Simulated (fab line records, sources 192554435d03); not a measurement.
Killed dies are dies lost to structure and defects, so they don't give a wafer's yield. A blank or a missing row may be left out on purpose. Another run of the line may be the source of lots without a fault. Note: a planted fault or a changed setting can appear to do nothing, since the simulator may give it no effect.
Matching of chambers :: flow n5Finfet :: aldMetal-01 running N5_BEOL_M6_ALD_77: 4 sister chambers
The step deposits TaN, target thk 2 nm, pulse time 2 s, purge time 3 s. 4 wafers are shown with their chamber, then 8 later ones without.

EACH WAFER AND ITS CHAMBER
wafer: L085.1
chamber: 2
heaterPowerW (W): 487

wafer: L085.2
chamber: 0
heaterPowerW (W): 394

wafer: L085.3
chamber: 1
heaterPowerW (W): 454

wafer: L087.2
chamber: 3
heaterPowerW (W): 392

WAFERS MISSING THEIR CHAMBER
wafer: L087.3
heaterPowerW (W): 403

wafer: L087.4
heaterPowerW (W): 485

wafer: L095.1
heaterPowerW (W): 410

wafer: L095.4
heaterPowerW (W): 409

wafer: L095.6
heaterPowerW (W): 468

wafer: L092.1
heaterPowerW (W): 397

wafer: L092.3
heaterPowerW (W): 465

wafer: L092.4
heaterPowerW (W): 483

THE CHAMBER EACH PASSED THROUGH
wafer: L087.3
from the rows above: can't be placed: 0 or 3
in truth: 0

wafer: L087.4
from the rows above: 2
in truth: 2

wafer: L095.1
from the rows above: can't be placed: 0 or 3
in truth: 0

wafer: L095.4
from the rows above: can't be placed: 0 or 3
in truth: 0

wafer: L095.6
from the rows above: can't be placed: 1 or 2
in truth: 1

wafer: L092.1
from the rows above: can't be placed: 0 or 3
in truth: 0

wafer: L092.3
from the rows above: can't be placed: 1 or 2
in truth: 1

wafer: L092.4
from the rows above: 2
in truth: 2
Placed correctly: 2 of 8. Can't be placed from these rows: 6 (the true chamber is among the candidates in 6). Wrongly placed: 0.
How it was worked out, from the rows above alone: a wafer's distance from a chamber is the root of the sum, over the readings, of the square of ((its reading less the chamber's mean) divided by the reading's scatter). The wafer belongs to the nearest chamber; if the next one is less than 2 further off, it can't be placed. A chamber's mean is the mean of its shown wafers. The scatter (one wafer shown for each chamber): square how far every hidden wafer sits from the nearest shown wafer, average those squares and take the square root.
